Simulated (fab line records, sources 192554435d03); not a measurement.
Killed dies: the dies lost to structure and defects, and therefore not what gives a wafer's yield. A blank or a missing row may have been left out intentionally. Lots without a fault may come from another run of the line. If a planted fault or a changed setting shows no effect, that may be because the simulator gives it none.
fab line records	flow n5-finfet
record: lots: 7	wafers: 21
route steps=1938 shown BEOL_M8@1370 BEOL_M9@1404 BEOL_M10@1494 BEOL_M11@1543 BEOL_M12@1605
start-h: hours from the record's opening day to when the first of the lot's shown wafers began	wait-h: time in hours since the lot's previous step	" unchanged from the row above	L1.1+2: several wafers, shown together as one row	- either no value or no given start	* or withheld: withheld	< > ~ a bound
route shown NAME@n: a module of which the file shows steps, and the number in the route of the first	usual: mean and standard deviation over wafers with no fault	same: alike in all rows	chamber/n: place in a boat	sites: each site's reading	_std_site: their standard deviation	_edge_site: mean of outer sites minus mean of inner sites	radius-mm: for every site, how far away it sits from the centre of the wafer	mask NAME#n: copy n	behind: the most recent tool/chamber to have shaped the wafer	hold: why the lot was held/for how many hours/how that ended	device: the transistor (n, p or np) that didn't switch	end of line: tests run on the same wafers once the route is complete	step lacking rows: just its recipe	killed: not the wafer's yield, but the dies lost to structure and defects at the first sort	map: a wafer's dies, x killed, . not, _ none there
set.NAME: setting as actually run; set.NAME@STEP: the setting as run at that earlier step	model.NAME: the simulator's own value behind a step, which no gauge read
one table per step and one row per wafer, for lots whose settings were changed on purpose
== steps ==
step: N5_BEOL_M8_ETCH_65
recipe: chemistry: CF4	target: SiARC	target-depth-a: 156	mask-material: CAR-EUV	time-s: 26	ion-energy-ev: 80	pressure-mtorr: 40	source-w: 545	bias-w: 36	Ar_flow_sccm: 100	cf4-flow-sccm: 100	ends: cleared
usual: rf-vpp-V: 183.7/0.98
lot.wafer	tool	chamber	start-h	wait-h	set.source-w	rf-vpp-V
L077.1	rie-diel-06	2	214.75	0.0	520.3	185.0
L077.5	"	2	"	"	545	184.2
L077.6	"	3	"	"	520.3	187.8
L074.1	rie-diel-05	0	226.90	0.0	545	184.1
L074.3	"	3	"	"	608.7	177.0
L074.4	"	3	"	"	608.7	179.5
L079.3	rie-diel-03	1	229.58	0.0	545	183.2
L079.4	"	0	"	"	620	174.5
L079.5	"	0	"	"	620	174.6
L083.1	rie-diel-05	2	256.69	0.0	545	183.2
L083.2	"	3	"	"	545	182.9
L083.4	"	1	"	"	545	185.2
L091.2	rie-diel-05	3	297.19	0.0	545	184.0
L091.5	"	2	"	"	545	183.7
L091.6	"	3	"	"	488.2	190.2
L092.2	rie-diel-05	0	317.01	0.0	545	184.0
L092.3	"	1	"	"	545	183.1
L092.4	"	3	"	"	545	184.1
L094.1	rie-diel-06	2	317.95	0.0	449.4	196.7
L094.3	"	0	"	"	449.4	195.9
L094.6	"	0	"	"	545	182.8
step: N5_BEOL_M9_PECVD_70
recipe: material: SiO2	target-thk-a: 200	temp-c: 400	precursor: TEOS/O2	pressure-torr: 5.5	rf-w: 450	teos-flow-sccm: 53.8	gas: O2	flow-sccm: 3000	time-s: 22.7
lot.wafer	tool	chamber	start-h	wait-h	set.time-s	model.SiO2_of_BEOL_M9_PECVD_70.thk-nm
L077.1	pecvd-03	0	219.79	0.0	22.7	20.2
L077.5+6	"	0,2	"	"	22.7	20.6
L074.1	pecvd-02	0	231.87	0.0	24.85	21.6
L074.3	"	2	"	"	22.7	20
L074.4	"	2	"	"	22.7	20.4
L079.3	pecvd-01	1	235.41	0.0	22.7	20
L079.4	"	2	"	"	22.7	20.2
L079.5	"	1	"	"	25.93	23
L083.1	pecvd-02	1	260.11	0.0	24.25	21.6
L083.2	"	2	"	"	22.7	20
L083.4	"	0	"	"	22.7	20.6
L091.2+5	pecvd-02	2,0	302.53	0.0	22.7	20
L091.6	"	1	"	"	22.7	19.8
L092.2	pecvd-02	2	320.87	0.0	22.7	20
L092.3	"	0	"	"	22.7	20.2
L092.4	"	2	"	"	22.7	20.4
L094.1	pecvd-03	1	321.22	0.0	25.58	22.4
L094.3	"	0	"	"	22.7	20.6
L094.6	"	2	"	"	25.58	23.4
step: N5_BEOL_M9_HM_DEP_02
recipe: material: TiN	target-thk-a: 200	temp-c: 25	chamber-pressure-pa: 0.49996
step: N5_BEOL_M9_COAT_59
recipe: resist: SOC	temp-c: 250	time-s: 60	spin-rpm: 1500	resist-thk-nm: 100
step: N5_BEOL_M9_STRIP_80
recipe: chemistry: N2/H2	time-s: 10	power-w: 450	temp-c: 40	pressure-mtorr: 20	rf-frequency-hz: 6e+07	bias-power-w: 7	n2-flow-sccm: 200	h2-flow-sccm: 200
step: N5_BEOL_M9_HM_STRIP_39
recipe: chemistry: peroxide-tin-strip	material: TiN	target-depth-a: 250	temp-c: 50	time-s: 158
lot.wafer	tool	chamber	start-h	wait-h	set.time-s@BEOL_M9_PECVD_70	model.SiO2_of_BEOL_M9_PECVD_70.thk-nm
L077.1	wet-bench-06	0	223.41	0.0	22.7	20
L077.5+6	"	4,6	"	"	22.7	20.4
L074.1	wet-bench-06	4	237.34	0.0	24.85	21.4
L074.3	"	6	"	"	22.7	19.8
L074.4	"	5	"	"	22.7	20.2
L079.3	wet-bench-04	6	238.75	0.0	22.7	19.8
L079.4	"	1	"	"	22.7	20
L079.5	"	5	"	"	25.93	23
L083.1	wet-bench-04	7	266.41	0.0	24.25	21.4
L083.2	"	5	"	"	22.7	19.8
L083.4	"	4	"	"	22.7	20.4
L091.2+6	wet-bench-06	5,7	309.39	0.0	22.7	19.8
L091.5	"	4	"	"	22.7	20
L092.2+3	wet-bench-04	7,4	323.76	0.0	22.7	20
L092.4	"	6	"	"	22.7	20.2
L094.1	wet-bench-01	5	323.89	0.0	25.58	22.2
L094.3	"	1	"	"	22.7	20.4
L094.6	"	2	"	"	25.58	23.2
step: N5_BEOL_M10_COAT_63
recipe: resist: SOC	temp-c: 250	time-s: 60	spin-rpm: 1500	resist-thk-nm: 100
lot.wafer	tool	chamber	start-h	wait-h	set.spin-rpm	model.SOC_of_BEOL_M10_COAT_63.thk-nm
L077.1	litho-track-01	0	228.76	0.0	1500	99.6
L077.5+6	"	0	"	"	1637	95.4
L074.1	litho-track-02	0	242.79	0.1	1574	97.8
L074.3	"	0	"	"	1574	97.6
L074.4	"	0	"	"	1500	99.8
L079.3+5	litho-track-01	0	246.67	1.1	1418	102.8
L079.4	"	0	"	"	1500	99.8
L083.1	litho-track-02	0	276.11	1.9	1500	100.2
L083.2	"	0	"	"	1332	106.6
L083.4	"	0	"	"	1332	106.4
L091.2	litho-track-01	0	316.55	1.1	1500	99.2
L091.5	"	0	"	"	1333	105.2
L091.6	"	0	"	"	1333	105.4
L094.1+3+6	litho-track-02	0	329.48	0.1	1500	100
L092.2+3	litho-track-01	0	329.73	0.2	1500	99.6
L092.4	"	0	"	"	1500	99.4
step: N5_BEOL_M10_COAT_64
recipe: resist: SiARC	temp-c: 220	time-s: 60	spin-rpm: 1500	resist-thk-nm: 30
lot.wafer	tool	chamber	start-h	wait-h	set.spin-rpm	model.SiARC_of_BEOL_M10_COAT_64.thk-nm
L077.1	litho-track-01	0	-	-	1500	30
L077.5	"	0	"	"	1558	29.6
L077.6	"	0	"	"	1500	30.2
L074.1+4	litho-track-02	0	-	-	1344	31.8
L074.3	"	0	"	"	1500	30.2
L079.3+4	litho-track-01	0	-	-	1389	31.2
L079.5	"	0	"	"	1500	30
L083.1+2	litho-track-02	0	-	-	1563	29.6
L083.4	"	0	"	"	1500	30.2
L091.2	litho-track-01	0	-	-	1500	30
L091.5+6	"	0	"	"	1415	30.8
L094.1	litho-track-02	0	-	-	1500	30.2
L094.3+6	"	0	"	"	1664	28.8
L092.2+4	litho-track-01	0	-	-	1500	30
L092.3	"	0	"	"	1500	29.8
step: N5_BEOL_M10_COAT_22
recipe: resist: CAR-ArF	spin-rpm: 1500	resist-thk-nm: 90
step: N5_BEOL_M10_EBR_24
recipe: solvent: PGMEA	ebr-width-mm: 1.5
step: N5_BEOL_M10_DESCUM_33
recipe: chemistry: O2	time-s: 7.9	source-power-w: 50	bias-power-w: 20	pressure-mtorr: 20	rf-frequency-hz: 2.712e+07	temp-c: 40	resist: CAR-ArF	o2-flow-sccm: 225
step: N5_BEOL_M10_ETCH_65
recipe: chemistry: CF4	target: SiARC	target-depth-a: 390	mask-material: CAR-ArF	time-s: 65	ion-energy-ev: 80	pressure-mtorr: 40	source-w: 545	bias-w: 36	Ar_flow_sccm: 100	cf4-flow-sccm: 100	ends: cleared
lot.wafer	tool	chamber	start-h	wait-h	set.spin-rpm@BEOL_M10_COAT_64	model.etch.depth-nm	model.CAR-ArF_of_BEOL_M10_COAT_22.thk-nm
L077.1	rie-diel-03	0	229.96	0.0	1500	30.02	55.8
L077.5	"	0	"	"	1558	29.56	56
L077.6	"	1	"	"	1500	30.15	55.2
L074.1	rie-diel-06	0	243.29	0.0	1344	31.71	54
L074.3	"	2	"	"	1500	30.16	55.6
L074.4	"	2	"	"	1344	31.77	54.2
L079.3	rie-diel-05	2	247.04	0.0	1389	31.21	54
L079.4	"	0	"	"	1389	31.16	54.4
L079.5	"	2	"	"	1500	29.94	55.2
L083.1	rie-diel-06	1	276.61	0.0	1563	29.6	56
L083.2	"	2	"	"	1563	29.55	55.8
L083.4	"	0	"	"	1500	30.29	55
L091.2	rie-diel-06	1	317.05	0.0	1500	30	55.2
L091.5	"	1	"	"	1415	30.87	54.4
L091.6	"	2	"	"	1415	30.84	54.2
L094.1	rie-diel-05	0	329.85	0.0	1500	30.26	55.2
L094.3	"	1	"	"	1664	28.82	56.6
L094.6	"	2	"	"	1664	28.74	56.4
L092.2	rie-diel-03	2	330.22	0.0	1500	29.94	54.8
L092.3	"	1	"	"	1500	29.89	55
L092.4	"	0	"	"	1500	30.01	55.2
step: N5_BEOL_M10_ETCH_66
recipe: chemistry: N2/H2	target: SOC	target-depth-a: 1200	overetch-a: 240	mask-material: SiARC	temp-c: 40	time-s: 180	ion-energy-ev: 200	pressure-mtorr: 30	source-w: 840	bias-w: 150	n2-flow-sccm: 200	h2-flow-sccm: 200
lot.wafer	tool	chamber	start-h	wait-h	set.spin-rpm@BEOL_M10_COAT_63	model.etch.depth-nm
L077.1	rie-diel-03	0	230.01	0.0	1500	99.66
L077.5+6	"	0,1	"	"	1637	95.43
L074.1	rie-diel-06	0	243.34	0.0	1574	97.82
L074.3	"	2	"	"	1574	97.53
L074.4	"	2	"	"	1500	99.9
L079.3	rie-diel-05	2	247.09	0.0	1418	102.9
L079.4	"	0	"	"	1500	99.81
L079.5	"	2	"	"	1418	102.8
L083.1	rie-diel-06	1	276.66	0.0	1500	100.2
L083.2	"	2	"	"	1332	106.6
L083.4	"	0	"	"	1332	106.3
L091.2	rie-diel-06	1	317.10	0.0	1500	99.12
L091.5	"	1	"	"	1333	105.3
L091.6	"	2	"	"	1333	105.4
L094.1+3	rie-diel-05	0,1	329.90	0.0	1500	100
L094.6	"	2	"	"	1500	100.1
L092.2	rie-diel-03	2	330.27	0.0	1500	99.51
L092.3	"	1	"	"	1500	99.63
L092.4	"	0	"	"	1500	99.33
step: N5_BEOL_M10_STRIP_69
recipe: chemistry: N2/H2	temp-c: 40	n2-flow-sccm: 200	h2-flow-sccm: 200	rf-frequency-hz: 6e+07
step: N5_BEOL_M10_VIA_ETCH_34
recipe: chemistry: C4F6/O2	target: SiCOH_lowk	target-depth-a: 1845	mask-material: SOC	taper-deg: 4	time-s: 69.2	ion-energy-ev: 250	pressure-mtorr: 30	source-w: 345	bias-w: 185	Ar_flow_sccm: 300	C4F6_flow_sccm: 10	O2_flow_sccm: 10
lot.wafer	tool	chamber	start-h	wait-h	set.spin-rpm@BEOL_M10_COAT_63	model.SOC_of_BEOL_M10_COAT_63.thk-nm
L077.1	rie-diel-03	0	230.14	0.0	1500	91.8
L077.5	"	0	"	"	1637	87.6
L077.6	"	1	"	"	1637	87.2
L074.1	rie-diel-06	0	243.46	0.0	1574	89.8
L074.3	"	2	"	"	1574	89.2
L074.4	"	2	"	"	1500	91.6
L079.3+5	rie-diel-05	2	247.21	0.0	1418	94.6
L079.4	"	0	"	"	1500	91.6
L083.1	rie-diel-06	1	276.78	0.0	1500	92.2
L083.2	"	2	"	"	1332	98.4
L083.4	"	0	"	"	1332	98.2
L091.2	rie-diel-06	1	317.22	0.0	1500	91.4
L091.5	"	1	"	"	1333	97.4
L091.6	"	2	"	"	1333	97.2
L094.1	rie-diel-05	0	330.03	0.0	1500	91.8
L094.3+6	"	1,2	"	"	1500	92
L092.2	rie-diel-03	2	330.40	0.0	1500	91.2
L092.3	"	1	"	"	1500	91.4
L092.4	"	0	"	"	1500	91.8
step: N5_BEOL_M11_COAT_05
recipe: resist: CAR-ArF	spin-rpm: 1500	resist-thk-nm: 90
lot.wafer	tool	chamber	start-h	wait-h	set.spin-rpm	model.CAR-ArF_of_BEOL_M11_COAT_05.thk-nm
L077.1	litho-track-05	0	-	-	1500	90
L077.5	"	0	"	"	1636	86
L077.6	"	0	"	"	1636	86.2
L074.1	litho-track-05	0	-	-	1500	90.2
L074.3	"	0	"	"	1598	87.6
L074.4	"	0	"	"	1500	90.6
L079.3+4	litho-track-04	0	-	-	1500	90.6
L079.5	"	0	"	"	1500	90.4
L083.1	litho-track-05	0	-	-	1500	90
L083.2+4	"	0	"	"	1500	90.2
L091.2	litho-track-03	0	-	-	1500	89.8
L091.5+6	"	0	"	"	1500	90.2
L094.1+3	litho-track-05	0	-	-	1595	87.6
L094.6	"	0	"	"	1500	90.2
L092.2	litho-track-03	0	-	-	1500	89.8
L092.3	"	0	"	"	1500	90
L092.4	"	0	"	"	1500	90.2
step: N5_BEOL_M11_EBR_07
recipe: solvent: PGMEA	ebr-width-mm: 1.5
step: N5_BEOL_M11_SOFTBAKE_06
recipe: temp-c: 110	time-s: 60	resist: CAR-ArF
step: N5_BEOL_M11_EXPOSE_08
recipe: mask-id: M11	na: 1.35	source-shape: dipole	sigma-inner: 0.411	sigma-outer: 0.611	polarization: te	dose-mj: 53.75
step: N5_BEOL_M11_PEB_09
recipe: peb-temp-c: withheld	peb-time-s: 60	resist: CAR-ArF
step: N5_BEOL_M11_DEVELOP_10
recipe: develop-time-s: 30	developer: TMAH	resist: CAR-ArF	rinse-liquid: diw	dry: air-spin	dev-temp-c: 23
lot.wafer	tool	chamber	start-h	wait-h	set.spin-rpm@BEOL_M11_COAT_05	model.CAR-ArF_of_BEOL_M11_COAT_05.thk-nm
L077.1	litho-track-05	0	-	-	1500	88.4
L077.5	"	0	"	"	1636	84.2
L077.6	"	0	"	"	1636	84.4
L074.1	litho-track-04	0	-	-	1500	88.6
L074.3	"	0	"	"	1598	86
L074.4	"	0	"	"	1500	89
L079.3+5	litho-track-05	0	-	-	1500	88.8
L079.4	"	0	"	"	1500	89
L083.1	litho-track-04	0	-	-	1500	88.2
L083.2+4	"	0	"	"	1500	88.4
L091.2	litho-track-05	0	-	-	1500	88.2
L091.5	"	0	"	"	1500	88.6
L091.6	"	0	"	"	1500	88.4
L094.1	litho-track-05	0	-	-	1595	85.8
L094.3	"	0	"	"	1595	86
L094.6	"	0	"	"	1500	88.4
L092.2	litho-track-05	0	-	-	1500	88.2
L092.3+4	"	0	"	"	1500	88.4
step: N5_BEOL_M12_COAT_04
recipe: spin-rpm: 1625	resist-thk-nm: 400
lot.wafer	tool	chamber	start-h	wait-h	set.spin-rpm	model.coat_of_BEOL_M12_COAT_04.thk-nm
L077.1	litho-track-01	0	-	-	1445	423.6
L077.5	"	0	"	"	1625	397.4
L077.6	"	0	"	"	1445	422
L074.1	litho-track-01	0	-	-	1625	399
L074.3	"	0	"	"	1625	400.2
L074.4	"	0	"	"	1625	398.6
L079.3	litho-track-05	0	-	-	1625	403.2
L079.4	"	0	"	"	1799	381.6
L079.5	"	0	"	"	1799	381.8
L083.1	litho-track-02	0	-	-	1625	400.6
L083.2	"	0	"	"	1483	419.2
L083.4	"	0	"	"	1625	401
L091.2	litho-track-05	0	-	-	1676	394.6
L091.5	"	0	"	"	1625	397.8
L091.6	"	0	"	"	1676	393
L092.2+3	litho-track-02	0	-	-	1625	401.8
L092.4	"	0	"	"	1625	401
L094.1	litho-track-02	0	-	-	1711	390.2
L094.3	"	0	"	"	1625	401.6
L094.6	"	0	"	"	1711	390.4
step: N5_BEOL_M12_PEB_08
recipe: peb-temp-c: 130	peb-time-s: 90
lot.wafer	tool	chamber	start-h	wait-h	set.peb-time-s
L077.1+5	litho-track-01	0	242.89	0.1	109.2
L077.6	"	0	"	"	90
L074.1+3	litho-track-05	0	255.22	0.1	90
L074.4	"	0	"	"	98.99
L079.3+5	litho-track-05	0	260.70	0.0	103.5
L079.4	"	0	"	"	90
L083.1	litho-track-01	0	288.61	0.1	90
L083.2+4	"	0	"	"	77.19
L091.2+5	litho-track-01	0	327.29	0.0	105.6
L091.6	"	0	"	"	90
L092.2+3+4	litho-track-02	0	340.29	0.0	90
L094.1+3	litho-track-05	0	342.48	0.1	90
L094.6	"	0	"	"	102
step: N5_BEOL_M12_DEVELOP_09
recipe: develop-time-s: 45	rinse-liquid: diw	dry: air-spin	dev-temp-c: 21
step: N5_BEOL_M12_HARDBAKE_14
recipe: temp-c: 130	time-s: 120
step: N5_BEOL_M12_DESCUM_15
recipe: chemistry: O2	time-s: 7.9	source-power-w: 50	bias-power-w: 20	pressure-mtorr: 20	rf-frequency-hz: 2.712e+07	temp-c: 40	o2-flow-sccm: 225
step: N5_BEOL_M12_ETCH_59
recipe: chemistry: N2/H2	target: BARC	target-depth-a: 890	overetch-a: 267	time-s: 67.9	ion-energy-ev: 200	pressure-mtorr: 30	source-w: 840	bias-w: 150	n2-flow-sccm: 200	h2-flow-sccm: 200
step: N5_BEOL_M12_VIA_ETCH_16
recipe: chemistry: C4F8/O2/Ar	target: SiOC	pressure-mtorr: 30	source-w: 3000	bias-w: 700	Ar_flow_sccm: 400	C4F8_flow_sccm: 15	O2_flow_sccm: 8	he-inner-torr: 15	he-outer-torr: 30	target-depth-a: 7248	time-s: withheld	ion-energy-ev: 250	ends: cleared
lot.wafer	tool	chamber	start-h	wait-h	set.spin-rpm@BEOL_M12_COAT_04	model.coat_of_BEOL_M12_COAT_04.thk-nm
L077.1	rie-diel-05	2	243.18	0.0	1445	148.2
L077.5	"	0	"	"	1625	123.2
L077.6	"	1	"	"	1445	152.6
L074.1	rie-diel-05	2	255.51	0.0	1625	119.2
L074.3	"	1	"	"	1625	123.2
L074.4	"	0	"	"	1625	120.6
L079.3	rie-diel-03	3	260.99	0.0	1625	131
L079.4	"	2	"	"	1799	104.6
L079.5	"	0	"	"	1799	107.4
L083.1	rie-diel-06	1	288.93	0.0	1625	129.6
L083.2	"	0	"	"	1483	142.4
L083.4	"	2	"	"	1625	125.4
L091.2	rie-diel-05	0	327.58	0.0	1676	114.6
L091.5	"	1	"	"	1625	115.2
L091.6	"	0	"	"	1676	111.6
L092.2+3	rie-diel-05	2,1	340.62	0.0	1625	125.8
L092.4	"	2	"	"	1625	123.8
L094.1	rie-diel-06	2	342.77	0.0	1711	114.4
L094.3	"	0	"	"	1625	121
L094.6	"	0	"	"	1711	105.6
step: N5_BEOL_M12_STRIP_63
recipe: chemistry: N2/H2	power-w: 1000	temp-c: 250	h2-frac: 0.65	overash-fraction: 0.3	pressure-mtorr: 1000	n2-flow-sccm: 1750	h2-flow-sccm: 3250
usual: strip-time-to-endpoint-s: 42.8/1
lot.wafer	tool	chamber	start-h	wait-h	set.spin-rpm@BEOL_M12_COAT_04	strip-time-to-endpoint-s
L077.1	plasma-asher-01	1	243.38	-	1445	49.2
L077.5	"	0	"	"	1625	42.6
L077.6	"	1	"	"	1445	50.3
L074.1	plasma-asher-01	1	255.71	-	1625	41.4
L074.3	"	0	"	"	1625	42.5
L074.4	"	1	"	"	1625	41.8
L079.3	plasma-asher-02	1	261.21	-	1625	44.6
L079.4	"	0	"	"	1799	37.5
L079.5	"	0	"	"	1799	38.2
L083.1	plasma-asher-01	0	289.13	-	1625	44.2
L083.2	"	1	"	"	1483	47.6
L083.4	"	1	"	"	1625	43.1
L091.2	plasma-asher-02	1	327.78	-	1676	40.2
L091.5	"	0	"	"	1625	40.4
L091.6	"	1	"	"	1676	39.4
L092.2	plasma-asher-01	0	340.82	-	1625	43.3
L092.3	"	0	"	"	1625	43.2
L092.4	"	1	"	"	1625	42.7
L094.1	plasma-asher-01	1	342.97	-	1711	40.2
L094.3	"	1	"	"	1625	42.0
L094.6	"	1	"	"	1711	37.7
step: N5_BEOL_M12_CMP_49
recipe: stop-on: SiOC	t-overpolish-s: 20.6	down-force-psi: 1	platen-rpm: 50	clearing-platen-down-force-psi: 1.5	clearing-platen-rpm: 50	post-cmp-clean: cu-alkaline	target-thk-nm: 320	clearing-platen-pad-velocity-m-s: 0.99484	pad-velocity-m-s: 0.99484
usual: barrier-field-endpoint-s: 30.3/1
lot.wafer	tool	chamber	start-h	wait-h	set.down-force-psi	barrier-field-endpoint-s
L077.1	cmp-01	0	246.21	0.3	0.8294	34.4
L077.5	"	3	"	"	1	31.8
L077.6	"	0	"	"	0.8294	35.3
L074.1	cmp-02	0	258.68	0.3	1	30.2
L074.3	"	1	"	"	1.153	25.3
L074.4	"	2	"	"	1	28.7
L079.3	cmp-02	1	264.48	0.2	0.8171	37.0
L079.4	"	2	"	"	1	29.0
L079.5	"	3	"	"	0.8171	36.4
L083.2	cmp-03	1	296.12	0.2	1	30.4
L083.4	"	3	"	"	1	30.8
L083.1	"	0	"	"	1	29.0
L091.2	cmp-03	0	330.97	0.2	1	29.7
L091.6	"	0	"	"	1	29.8
L091.5	"	1	"	"	1	29.6
L092.4	cmp-01	3	343.54	0.1	1	31.8
L092.3	"	0	"	"	1	29.5
L092.2	"	2	"	"	1	30.4
L094.1	cmp-02	2	347.32	0.3	1	28.5
L094.3	"	0	"	"	1	30.2
L094.6	"	1	"	"	1	28.9
== key ==
split: step: N5_BEOL_M8_ETCH_65	setting: source-w	stated: 545	by: wafer
response: step: N5_BEOL_M8_ETCH_65	reading: rf-vpp-V	change: -0.655	per: 1%	r: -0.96
split: step: N5_BEOL_M9_PECVD_70	setting: time-s	stated: 22.7	by: wafer
response: step: N5_BEOL_M9_PECVD_70	reading: model.SiO2_of_BEOL_M9_PECVD_70.thk-nm	change: +0.185	per: 1%	r: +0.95
response: step: N5_BEOL_M9_HM_STRIP_39	reading: model.SiO2_of_BEOL_M9_PECVD_70.thk-nm	change: +0.191	per: 1%	r: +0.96
split: step: N5_BEOL_M10_COAT_63	setting: spin-rpm	stated: 1500	by: wafer
response: step: N5_BEOL_M10_COAT_63	reading: model.SOC_of_BEOL_M10_COAT_63.thk-nm	change: -0.526	per: 1%	r: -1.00
response: step: N5_BEOL_M10_ETCH_66	reading: model.etch.depth-nm	change: -0.529	per: 1%	r: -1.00
response: step: N5_BEOL_M10_VIA_ETCH_34	reading: model.SOC_of_BEOL_M10_COAT_63.thk-nm	change: -0.519	per: 1%	r: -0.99
split: step: N5_BEOL_M10_COAT_64	setting: spin-rpm	stated: 1500	by: wafer
response: step: N5_BEOL_M10_COAT_64	reading: model.SiARC_of_BEOL_M10_COAT_64.thk-nm	change: -0.143	per: 1%	r: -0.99
response: step: N5_BEOL_M10_ETCH_65	reading: model.etch.depth-nm	change: -0.149	per: 1%	r: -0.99
response: step: N5_BEOL_M10_ETCH_65	reading: model.CAR-ArF_of_BEOL_M10_COAT_22.thk-nm	change: +0.138	per: 1%	r: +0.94
split: step: N5_BEOL_M11_COAT_05	setting: spin-rpm	stated: 1500	by: wafer
response: step: N5_BEOL_M11_COAT_05	reading: model.CAR-ArF_of_BEOL_M11_COAT_05.thk-nm	change: -0.425	per: 1%	r: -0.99
response: step: N5_BEOL_M11_DEVELOP_10	reading: model.CAR-ArF_of_BEOL_M11_COAT_05.thk-nm	change: -0.432	per: 1%	r: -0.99
split: step: N5_BEOL_M12_COAT_04	setting: spin-rpm	stated: 1625	by: wafer
response: step: N5_BEOL_M12_COAT_04	reading: model.coat_of_BEOL_M12_COAT_04.thk-nm	change: -2.12	per: 1%	r: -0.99
response: step: N5_BEOL_M12_VIA_ETCH_16	reading: model.coat_of_BEOL_M12_COAT_04.thk-nm	change: -2.17	per: 1%	r: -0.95
response: step: N5_BEOL_M12_STRIP_63	reading: strip-time-to-endpoint-s	change: *	per: 1%	r: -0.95
split: step: N5_BEOL_M12_PEB_08	setting: peb-time-s	stated: 90	by: wafer
response none clear
split: step: N5_BEOL_M12_CMP_49	setting: down-force-psi	stated: 1	by: wafer
response: step: N5_BEOL_M12_CMP_49	reading: barrier-field-endpoint-s	change: -0.297	per: 1%	r: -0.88
